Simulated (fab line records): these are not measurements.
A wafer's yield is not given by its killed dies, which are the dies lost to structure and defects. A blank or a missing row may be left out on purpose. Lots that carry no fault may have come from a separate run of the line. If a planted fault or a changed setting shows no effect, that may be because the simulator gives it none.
Matching of chambers -- flow n5_finfet -- N5_BEOL_M3_ETCH_63 on rie_diel-03: 4 sister chambers
The step etches SiARC in CF4, target depth 15.6 nm, time 26 s. 4 wafers are shown with their chamber, then 9 later ones without.

== WAFERS, EACH WITH ITS CHAMBER ==
wafer,chamber,showerhead_plenum_p_Torr (Torr)
L082.2,1,2.21
L084.1,2,2.11
L084.2,0,2.21
L084.4,3,2.16

== WAFERS WITH NO CHAMBER GIVEN ==
wafer,showerhead_plenum_p_Torr (Torr)
L085.1,2.21
L085.2,2.21
L085.4,2.21
L094.1,2.20
L094.2,2.10
L094.3,2.20
L097.3,2.10
L097.4,2.20
L097.6,2.20

== CHAMBER TAKEN BY EACH ==
wafer,from the rows above,in truth
L085.1,can't be placed: 0 or 1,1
L085.2,can't be placed: 0 or 1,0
L085.4,can't be placed: 0 or 1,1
L094.1,can't be placed: 0 or 1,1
L094.2,2,2
L094.3,can't be placed: 0 or 1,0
L097.3,2,2
L097.4,can't be placed: 0 or 1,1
L097.6,can't be placed: 0 or 1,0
Correct placement for 2 of the 9. These rows do not allow placing 7 (true chamber among the candidates in 7). Wrongly placed: 0.
How it was worked out, from the rows above alone: a wafer's distance from a chamber is the root of the sum, over the readings, of the square of ((its reading less the chamber's mean) divided by the reading's scatter). The wafer belongs to the nearest chamber; if the next one is less than 2 further off, it can't be placed. The mean given for a chamber averages the wafers shown for that chamber. The scatter: with one shown wafer a chamber, the root of the mean of the squares of how far each hidden wafer lies from its nearest shown one.
